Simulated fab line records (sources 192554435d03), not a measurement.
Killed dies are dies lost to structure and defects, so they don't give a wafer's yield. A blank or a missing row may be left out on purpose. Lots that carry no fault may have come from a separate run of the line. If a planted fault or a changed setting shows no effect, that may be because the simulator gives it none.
Split-lot trial -- flow n5-finfet -- 21 wafers read across 7 lots, on a route 1938 steps long

== THE SPLIT ==
At N5_PMOS_HMC_CHANNEL_EPI_PEB_07 (peb time 60 s), the setting peb-time-s was moved away from the recipe's 60 s on 6 of the 21 wafers read, by -10.7% to +19.8%. The other wafers ran this setting at the recipe's value.

== SPLIT TO READING: what lies between them in the file, 1 step ==
- N5_PMOS_HMC_CHANNEL_EPI_DEVELOP_08: develop time 30 s

== THE READING ==
cd-nm at N5_PMOS_HMC_CHANNEL_EPI_CD_MEAS_09, given in nm (cd target 237.4 nm). Fault-free wafers of this fab line usually give 237.6 nm, standard deviation 0.77 nm.

wafer,"tool, chamber at the split","peb-time-s as run, s",against the recipe,"cd-nm, nm",against lot-mates on the recipe
L075.1,"litho-track-04, 0",60,recipe,238.1,-
L075.2,"litho-track-04, 0",60,recipe,237.8,-
L075.6,"litho-track-04, 0",60,recipe,237.0,-
L076.2,"litho-track-01, 0",60,recipe,237.5,-
L076.4,"litho-track-01, 0",60,recipe,236.7,-
L076.5,"litho-track-01, 0",60,recipe,236.7,-
L079.1,"litho-track-01, 0",60,recipe,237.5,-
L079.3,"litho-track-01, 0",60,recipe,236.5,-
L079.6,"litho-track-01, 0",60,recipe,237.0,-
L081.2,"litho-track-05, 0",53.56,-10.7%,233.0,-5.1
L081.3,"litho-track-05, 0",53.56,-10.7%,233.1,-5.0
L081.5,"litho-track-05, 0",60,recipe,238.1,-
L088.3,"litho-track-04, 0",63.75,+6.2%,240.8,+2.7
L088.5,"litho-track-04, 0",60,recipe,238.2,-
L088.6,"litho-track-04, 0",60,recipe,238.0,-
L089.1,"litho-track-05, 0",71.91,+19.8%,246.5,+7.8
L089.4,"litho-track-05, 0",60,recipe,238.7,-
L089.6,"litho-track-05, 0",60,recipe,238.8,-
L093.1,"litho-track-01, 0",66.28,+10.5%,241.8,+3.7
L093.3,"litho-track-01, 0",66.28,+10.5%,241.6,+3.5
L093.4,"litho-track-01, 0",60,recipe,238.1,-

THE FIT
A straight line over all 21 wafers: cd-nm changes by +0.429 nm for each +1% of peb-time-s; r = +0.97; the points scatter about the line by 0.66 nm.
The same after taking each lot's own level away (the mean of its wafers on the recipe; 21 wafers): +0.406 nm for each +1%; r = +0.99; scatter 0.41 nm.
According to that fit, moving peb-time-s by its largest amount changes the reading by 8 nm.
The lots' own levels span 236.97 to 238.75 nm, that is 2.3 times the standard deviation above.
So the lot-to-lot level changes the slope little: the two slopes agree.
Check: for one of the wafers moved furthest among these (+19.8%), held out of the fit, the line's prediction against its lot-mates is +8.05 nm. It came out at +7.75 nm against them.

== OTHER SPLITS ON THESE WAFERS ==
Note: prior to the reading, these wafers also went through further splits. Each is held against what the fit with the lots' levels taken away leaves over:
other split on the same wafers,wafers away from the commonest value,r with cd-nm (lot level and that fit taken away)
N5_ZERO_LAYER_ETCH_18 icp-w,7,-0.39
N5_PMOS_HMC_CHANNEL_EPI_HM_DEP_34 time-s,5,+0.09

== THE WHOLE CHAIN: every reading that the file lists as answering this split, in the file's order ==
step,what it does,reading,change (the file's fit),r (the file's)
N5_PMOS_HMC_CHANNEL_EPI_CD_MEAS_09,target cd 237.4 nm,cd-nm,+0.397 nm for each +1% of the setting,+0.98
N5_PMOS_HMC_CHANNEL_EPI_DESCUM_14,"chemistry O2, time 7.9 s","PMOS_HMC_CHANNEL_EPI.cd-nm (the simulator's own value, which no gauge read)",+0.391 nm for each +1% of the setting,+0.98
N5_PMOS_HMC_CHANNEL_EPI_ETCH_32,"etches BARC in N2/H2, stops on SiO2, target depth 85.8 nm, time 50.3 s","PMOS_HMC_CHANNEL_EPI.cd-nm (the simulator's own value, which no gauge read)",+0.397 nm for each +1% of the setting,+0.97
N5_PASSIVATION_PROBE_49,,killed-dies,"+25.5 for each +1% of the setting, in a fit together with time-s@PASSIVATION_PECVD_01,time-s@BEOL_M9_ILD_DEP_00",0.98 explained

== FILE'S OWN FIT ==
cd-nm changes by +0.397 nm for each +1% of peb-time-s, r = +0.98.
